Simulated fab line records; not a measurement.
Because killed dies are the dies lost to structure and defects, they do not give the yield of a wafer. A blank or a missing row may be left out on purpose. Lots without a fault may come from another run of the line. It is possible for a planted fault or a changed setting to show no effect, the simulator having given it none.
Which tool did it? / flow nand harc / 27 wafers from 9 lots sampled at 9 of the route's 1302 steps

WHAT EACH GAUGE READ, for each wafer
NHARC_A_CHANNEL_HOLE_D2_CD_MEAS_10: target cd 100 nm.
lot=L743; measured=day 14 04:29; on=cd sem-03; cd nm (nm)=100.1 100.4 100.6
lot=L746; measured=day 15 22:19; on=cd sem-02; cd nm (nm)=94.2 93.8 93.5 94.2 94.0 93.3
lot=L751; measured=day 17 10:32; on=cd sem-01; cd nm (nm)=93.8 93.9 93.4 93.8 93.9 93.8
lot=L750; measured=day 17 11:17; on=cd sem-01; cd nm (nm)=95.2 94.5 94.8 95.5 94.8 94.9
lot=L756; measured=day 19 16:48; on=cd sem-02; cd nm (nm)=99.7 99.3 100.8
lot=L757; measured=day 20 01:50; on=cd sem-01; cd nm (nm)=100.0 100.0 100.2
lot=L758; measured=day 21 00:02; on=cd sem-02; cd nm (nm)=99.6 99.9 99.5
lot=L760; measured=day 21 13:02; on=cd sem-01; cd nm (nm)=99.6 100.5 100.7
lot=L761; measured=day 22 10:07; on=cd sem-03; cd nm (nm)=100.0 100.5 100.3

NHARC_A_CHANNEL_HOLE_D2_CD_MEAS_18.
lot=L743; measured=day 14 05:46; on=cd sem-03; cd nm (nm)=97.8 98.7 104.7
lot=L746; measured=day 16 01:56; on=cd sem-01; cd nm (nm)=94.0 92.8 92.8
lot=L751; measured=day 17 17:57; on=cd sem-03; cd nm (nm)=87.5 91.3 89.7 87.0 91.1 90.0
lot=L750; measured=day 17 20:59; on=cd sem-02; cd nm (nm)=96.3 94.5 96.0
lot=L756; measured=day 19 18:05; on=cd sem-01; cd nm (nm)=100.7 100.2 101.7
lot=L757; measured=day 20 03:07; on=cd sem-02; cd nm (nm)=97.0 96.3 99.4
lot=L758; measured=day 21 01:19; on=cd sem-01; cd nm (nm)=101.3 94.7 98.5
lot=L760; measured=day 21 14:20; on=cd sem-03; cd nm (nm)=95.8 95.9 97.5
lot=L761; measured=day 22 11:24; on=cd sem-01; cd nm (nm)=95.9 100.0 98.5

NHARC_A_CHANNEL_HOLE_D2_CD_MEAS_31.
lot=L743; measured=day 14 11:22; on=cd sem-01; cd nm (nm)=88.7 89.5 92.3
lot=L746; measured=day 16 12:52; on=cd sem-02; cd nm (nm)=83.6 82.1 82.6 83.5 82.2 82.3
lot=L751; measured=day 18 08:55; on=cd sem-03; cd nm (nm)=83.4 83.0 82.0 83.0 83.1 81.4
lot=L750; measured=day 18 03:11; on=cd sem-01; cd nm (nm)=86.5 85.3 85.0 86.0 85.0 85.5
lot=L756; measured=day 19 23:43; on=cd sem-01; cd nm (nm)=88.9 86.5 87.3
lot=L757; measured=day 20 08:43; on=cd sem-02; cd nm (nm)=90.2 89.8 87.6
lot=L758; measured=day 21 09:44; on=cd sem-01; cd nm (nm)=88.2 86.8 88.0
lot=L760; measured=day 21 19:55; on=cd sem-03; cd nm (nm)=90.5 87.3 89.3
lot=L761; measured=day 22 17:01; on=cd sem-02; cd nm (nm)=90.9 90.4 91.7

NHARC_END_SORT_01.
lot=L746; measured=day 28 02:09; on=prober-02; killed at array=80 72 95; killed at other=4 3 1; killed at periphery=5 6 2; killed dies=89 81 98; killed open=7 5 2; killed short=1 0 2
lot=L751; measured=day 29 17:11; on=prober-01; killed at array=54 55 55; killed at other=0 0 2; killed at periphery=0 0 0; killed dies=54 55 57; killed open=1 3 3; killed short=5 5 3

WHICH TOOL RAN EACH LOT (tool, then ch and the chambers of the sampled wafers, then the start)
lot=L743; NHARC_A_CHANNEL_FILL_D1_STRIP_29=rie diel-13 ch 0,2,3, day 14 04:24 or earlier; NHARC_A_CHANNEL_HOLE_D2_PEB_08=litho track-04 ch 0, day 14 04:24; NHARC_A_CHANNEL_HOLE_D2_ETCH_27=har etch-01 ch 0,1, day 14 09:49; NHARC_A_CHANNEL_HOLE_D2_ETCH_44=rie diel-11 ch 0,1,3, day 14 10:34; NHARC_A_CHANNEL_HOLE_D2_XSEM_32=xsem-01 ch 0, day 14 11:26
lot=L746; NHARC_A_CHANNEL_FILL_D1_STRIP_29=rie diel-03 ch 1,3, day 15 22:14 or earlier; NHARC_A_CHANNEL_HOLE_D2_PEB_08=litho track-04 ch 0, day 15 22:14; NHARC_A_CHANNEL_HOLE_D2_ETCH_27=har etch-01 ch 0,1, day 16 07:21; NHARC_A_CHANNEL_HOLE_D2_ETCH_44=rie diel-10 ch 1,2, day 16 12:04; NHARC_A_CHANNEL_HOLE_D2_XSEM_32=xsem-02 ch 0, day 16 15:08
lot=L751; NHARC_A_CHANNEL_FILL_D1_STRIP_29=rie diel-13 ch 0,3, day 17 10:28 or earlier; NHARC_A_CHANNEL_HOLE_D2_PEB_08=litho track-04 ch 0, day 17 10:28; NHARC_A_CHANNEL_HOLE_D2_ETCH_27=har etch-02 ch 0,1, day 18 07:18; NHARC_A_CHANNEL_HOLE_D2_ETCH_44=rie diel-10 ch 1,2, day 18 08:00; NHARC_A_CHANNEL_HOLE_D2_XSEM_32=xsem-02 ch 0, day 18 14:44
lot=L750; NHARC_A_CHANNEL_FILL_D1_STRIP_29=rie diel-02 ch 0,1, day 17 11:12 or earlier; NHARC_A_CHANNEL_HOLE_D2_PEB_08=litho track-04 ch 0, day 17 11:12; NHARC_A_CHANNEL_HOLE_D2_ETCH_27=har etch-01 ch 0,1, day 18 01:38; NHARC_A_CHANNEL_HOLE_D2_ETCH_44=rie diel-06 ch 2,3, day 18 02:22; NHARC_A_CHANNEL_HOLE_D2_XSEM_32=xsem-01 ch 0, day 18 07:02
lot=L756; NHARC_A_CHANNEL_FILL_D1_STRIP_29=rie diel-02 ch 2,3, day 19 16:43 or earlier; NHARC_A_CHANNEL_HOLE_D2_PEB_08=litho track-04 ch 0, day 19 16:43; NHARC_A_CHANNEL_HOLE_D2_ETCH_27=har etch-02 ch 0,1, day 19 22:09; NHARC_A_CHANNEL_HOLE_D2_ETCH_44=rie diel-10 ch 1,2, day 19 22:55; NHARC_A_CHANNEL_HOLE_D2_XSEM_32=xsem-02 ch 0, day 19 23:49
lot=L757; NHARC_A_CHANNEL_FILL_D1_STRIP_29=rie diel-03 ch 1,2,3, day 17 15:46; NHARC_A_CHANNEL_HOLE_D2_PEB_08=litho track-04 ch 0, day 20 01:45; NHARC_A_CHANNEL_HOLE_D2_ETCH_27=har etch-02 ch 0,1, day 20 07:12; NHARC_A_CHANNEL_HOLE_D2_ETCH_44=rie diel-10 ch 1,2,3, day 20 07:56; NHARC_A_CHANNEL_HOLE_D2_XSEM_32=xsem-02 ch 0, day 20 08:48
lot=L758; NHARC_A_CHANNEL_FILL_D1_STRIP_29=rie diel-13 ch 0,2,3, day 18 13:10; NHARC_A_CHANNEL_HOLE_D2_PEB_08=litho track-06 ch 0, day 20 23:57; NHARC_A_CHANNEL_HOLE_D2_ETCH_27=har etch-01 ch 0,1, day 21 08:09; NHARC_A_CHANNEL_HOLE_D2_ETCH_44=rie diel-10 ch 1,2, day 21 08:54; NHARC_A_CHANNEL_HOLE_D2_XSEM_32=xsem-01 ch 0, day 21 09:49
lot=L760; NHARC_A_CHANNEL_FILL_D1_STRIP_29=rie diel-02 ch 0,1, day 21 12:57 or earlier; NHARC_A_CHANNEL_HOLE_D2_PEB_08=litho track-04 ch 0, day 21 12:57; NHARC_A_CHANNEL_HOLE_D2_ETCH_27=har etch-01 ch 0,1, day 21 18:22; NHARC_A_CHANNEL_HOLE_D2_ETCH_44=rie diel-06 ch 0,2,3, day 21 19:07; NHARC_A_CHANNEL_HOLE_D2_XSEM_32=xsem-01 ch 0, day 21 20:00
lot=L761; NHARC_A_CHANNEL_FILL_D1_STRIP_29=rie diel-03 ch 0,1,3, day 22 10:01 or earlier; NHARC_A_CHANNEL_HOLE_D2_PEB_08=litho track-04 ch 0, day 22 10:01; NHARC_A_CHANNEL_HOLE_D2_ETCH_27=har etch-02 ch 0,1, day 22 15:33; NHARC_A_CHANNEL_HOLE_D2_ETCH_44=rie diel-11 ch 0,1,2, day 22 16:13; NHARC_A_CHANNEL_HOLE_D2_XSEM_32=xsem-01 ch 0, day 22 17:05
- NHARC_A_CHANNEL_FILL_D1_STRIP_29: strips in O2, time 20 s.
- NHARC_A_CHANNEL_HOLE_D2_PEB_08: peb time 65 s.
- NHARC_A_CHANNEL_HOLE_D2_ETCH_27: etches the open film in C4F8/O2/Ar, time 90 s, target depth 400 nm.
- NHARC_A_CHANNEL_HOLE_D2_ETCH_44: etches the open film in CF4/O2, target depth 140 nm, overetch 14 nm, time 77 s.
- NHARC_A_CHANNEL_HOLE_D2_XSEM_32

AS READ BY THE TOOLS THEMSELVES (means over the sampled wafers that have a number; for cases with no such wafer, the mark the record gives instead)
NHARC_A_CHANNEL_FILL_D1_STRIP_29.
lot=L743; tool=rie diel-13; drypump motor current A (A)=5.6; oes product au (a.u.)=0.998; rf vpp V (V)=57.2; showerhead plenum p Torr (Torr)=3.37; throttle valve pct (%)=17.029
lot=L746; tool=rie diel-03; drypump motor current A (A)=5.9; oes product au (a.u.)=0.993; rf vpp V (V)=58.7; showerhead plenum p Torr (Torr)=3.43; throttle valve pct (%)=17.038
lot=L751; tool=rie diel-13; drypump motor current A (A)=5.8; oes product au (a.u.)=0.991; rf vpp V (V)=58.5; showerhead plenum p Torr (Torr)=3.39; throttle valve pct (%)=17.035
lot=L750; tool=rie diel-02; drypump motor current A (A)=5.1; oes product au (a.u.)=0.993; rf vpp V (V)=57.6; showerhead plenum p Torr (Torr)=3.69; throttle valve pct (%)=17.035
lot=L756; tool=rie diel-02; drypump motor current A (A)=5.7; oes product au (a.u.)=0.994; rf vpp V (V)=59.1; showerhead plenum p Torr (Torr)=3.75; throttle valve pct (%)=17.023
lot=L757; tool=rie diel-03; drypump motor current A (A)=5.9; oes product au (a.u.)=0.993; rf vpp V (V)=57.4; showerhead plenum p Torr (Torr)=3.46; throttle valve pct (%)=17.036
lot=L758; tool=rie diel-13; drypump motor current A (A)=5.6; oes product au (a.u.)=1.009; rf vpp V (V)=58.3; showerhead plenum p Torr (Torr)=3.36; throttle valve pct (%)=17.035
lot=L760; tool=rie diel-02; drypump motor current A (A)=5.1; oes product au (a.u.)=0.995; rf vpp V (V)=58.8; showerhead plenum p Torr (Torr)=3.68; throttle valve pct (%)=17.040
lot=L761; tool=rie diel-03; drypump motor current A (A)=5.7; oes product au (a.u.)=0.995; rf vpp V (V)=57.8; showerhead plenum p Torr (Torr)=3.42; throttle valve pct (%)=17.038

NHARC_A_CHANNEL_HOLE_D2_PEB_08.
lot=L743; tool=litho track-04; heater power total W (W)=156.6
lot=L746; tool=litho track-04; heater power total W (W)=174.7
lot=L751; tool=litho track-04; heater power total W (W)=174.3
lot=L750; tool=litho track-04; heater power total W (W)=174.6
lot=L756; tool=litho track-04; heater power total W (W)=157.1
lot=L757; tool=litho track-04; heater power total W (W)=156.7
lot=L758; tool=litho track-06; heater power total W (W)=156.4
lot=L760; tool=litho track-04; heater power total W (W)=156.8
lot=L761; tool=litho track-04; heater power total W (W)=156.7

NHARC_A_CHANNEL_HOLE_D2_ETCH_27.
lot=L743; tool=har etch-01; bias v (V)=399; drypump motor current A (A)=5.9; showerhead plenum p Torr (Torr)=3.65; throttle valve pct (%)=27.611
lot=L746; tool=har etch-01; bias v (V)=398; drypump motor current A (A)=5.9; showerhead plenum p Torr (Torr)=3.63; throttle valve pct (%)=27.622
lot=L751; tool=har etch-02; bias v (V)=403; drypump motor current A (A)=5.0; showerhead plenum p Torr (Torr)=3.83; throttle valve pct (%)=27.625
lot=L750; tool=har etch-01; bias v (V)=396; drypump motor current A (A)=5.9; showerhead plenum p Torr (Torr)=3.61; throttle valve pct (%)=27.616
lot=L756; tool=har etch-02; bias v (V)=399; drypump motor current A (A)=4.9; showerhead plenum p Torr (Torr)=3.81; throttle valve pct (%)=27.631
lot=L757; tool=har etch-02; bias v (V)=398; drypump motor current A (A)=4.9; showerhead plenum p Torr (Torr)=3.88; throttle valve pct (%)=27.610
lot=L758; tool=har etch-01; bias v (V)=399; drypump motor current A (A)=6.0; showerhead plenum p Torr (Torr)=3.59; throttle valve pct (%)=27.606
lot=L760; tool=har etch-01; bias v (V)=402; drypump motor current A (A)=5.9; showerhead plenum p Torr (Torr)=3.59; throttle valve pct (%)=27.623
lot=L761; tool=har etch-02; bias v (V)=400; drypump motor current A (A)=4.9; showerhead plenum p Torr (Torr)=3.86; throttle valve pct (%)=27.616

NHARC_A_CHANNEL_HOLE_D2_ETCH_44.
lot=L743; tool=rie diel-11; drypump motor current A (A)=5.3; oes product au (a.u.)=1.004; rf vpp V (V)=199.6; showerhead plenum p Torr (Torr)=1.37; throttle valve pct (%)=13.391
lot=L746; tool=rie diel-10; drypump motor current A (A)=5.9; oes product au (a.u.)=1.000; rf vpp V (V)=196.8; showerhead plenum p Torr (Torr)=1.28; throttle valve pct (%)=13.406
lot=L751; tool=rie diel-10; drypump motor current A (A)=5.8; oes product au (a.u.)=1.010; rf vpp V (V)=196.4; showerhead plenum p Torr (Torr)=1.27; throttle valve pct (%)=13.408
lot=L750; tool=rie diel-06; drypump motor current A (A)=5.5; oes product au (a.u.)=0.995; rf vpp V (V)=198.3; showerhead plenum p Torr (Torr)=1.36; throttle valve pct (%)=13.388
lot=L756; tool=rie diel-10; drypump motor current A (A)=5.9; oes product au (a.u.)=1.014; rf vpp V (V)=196.9; showerhead plenum p Torr (Torr)=1.28; throttle valve pct (%)=13.391
lot=L757; tool=rie diel-10; drypump motor current A (A)=5.9; oes product au (a.u.)=1.003; rf vpp V (V)=196.7; showerhead plenum p Torr (Torr)=1.32; throttle valve pct (%)=13.389
lot=L758; tool=rie diel-10; drypump motor current A (A)=5.8; oes product au (a.u.)=1.008; rf vpp V (V)=196.4; showerhead plenum p Torr (Torr)=1.26; throttle valve pct (%)=13.399
lot=L760; tool=rie diel-06; drypump motor current A (A)=5.5; oes product au (a.u.)=0.992; rf vpp V (V)=198.7; showerhead plenum p Torr (Torr)=1.36; throttle valve pct (%)=13.396
lot=L761; tool=rie diel-11; drypump motor current A (A)=5.4; oes product au (a.u.)=0.997; rf vpp V (V)=199.0; showerhead plenum p Torr (Torr)=1.37; throttle valve pct (%)=13.400

NHARC_A_CHANNEL_HOLE_D2_XSEM_32.
lot=L743; tool=xsem-01; bot cd nm (nm)=75.0; bow nm (nm)=8.79; tilt deg (degrees)=0.06
lot=L746; tool=xsem-02; bot cd nm (nm)=67.3; bow nm (nm)=8.70; tilt deg (degrees)=0.13
lot=L751; tool=xsem-02; bot cd nm (nm)=67.9; bow nm (nm)=8.59; tilt deg (degrees)=0.06
lot=L750; tool=xsem-01; bot cd nm (nm)=69.7; bow nm (nm)=8.82; tilt deg (degrees)=0.05
lot=L756; tool=xsem-02; bot cd nm (nm)=72.4; bow nm (nm)=8.41; tilt deg (degrees)=0.17
lot=L757; tool=xsem-02; bot cd nm (nm)=73.4; bow nm (nm)=8.74; tilt deg (degrees)=0.06
lot=L758; tool=xsem-01; bot cd nm (nm)=73.2; bow nm (nm)=8.30; tilt deg (degrees)=0.10
lot=L760; tool=xsem-01; bot cd nm (nm)=73.3; bow nm (nm)=8.63; tilt deg (degrees)=0.06
lot=L761; tool=xsem-01; bot cd nm (nm)=76.3; bow nm (nm)=8.59; tilt deg (degrees)=0.02

THE ANSWER, worked out from the rows above alone
Rule: the lots themselves supply what counts as usual. The widest of any qualifying gaps counts: lots, ordered by their means at a reading, are off when they make up no more than a third of the lots, leave a main group of 4 or more, and stand apart from it by 3 or more times the standard deviation of that group's means. A main group is skipped when, at the precision printed for the reading in the tables above, its means are all equal. A lot without any number at a reading at which 4 lots or more have one is off too. All remaining lots with rows at the step are treated as sound. First the gauges in route order, then the tools' own readings, where a lot's mean is used as printed above. The first step at which some lot is off is used, and at that step the reading that is off furthest; a lot without a number counts as furthest.
Off, at NHARC_A_CHANNEL_HOLE_D2_CD_MEAS_10 on cd nm: L746, L751, L750. The main group has a mean of 100.1 nm with a standard deviation of 0.24.
A tool fits if, at a process step before that reading, it ran every lot that is off, and no sound lot after the first of them. Not tried: the gauges at NHARC_A_CHANNEL_HOLE_D2_CD_MEAS_10; whatever is off there is also off at NHARC_A_CHANNEL_HOLE_D2_PEB_08, on other tools, and gauge error can't account for it. With no start given for some of its lots, NHARC_A_CHANNEL_FILL_D1_STRIP_29 uses the hours and lot order of NHARC_A_CHANNEL_HOLE_D2_PEB_08. Not one of the candidates tried fits.

WHAT THE SIMULATOR HAD PUT IN
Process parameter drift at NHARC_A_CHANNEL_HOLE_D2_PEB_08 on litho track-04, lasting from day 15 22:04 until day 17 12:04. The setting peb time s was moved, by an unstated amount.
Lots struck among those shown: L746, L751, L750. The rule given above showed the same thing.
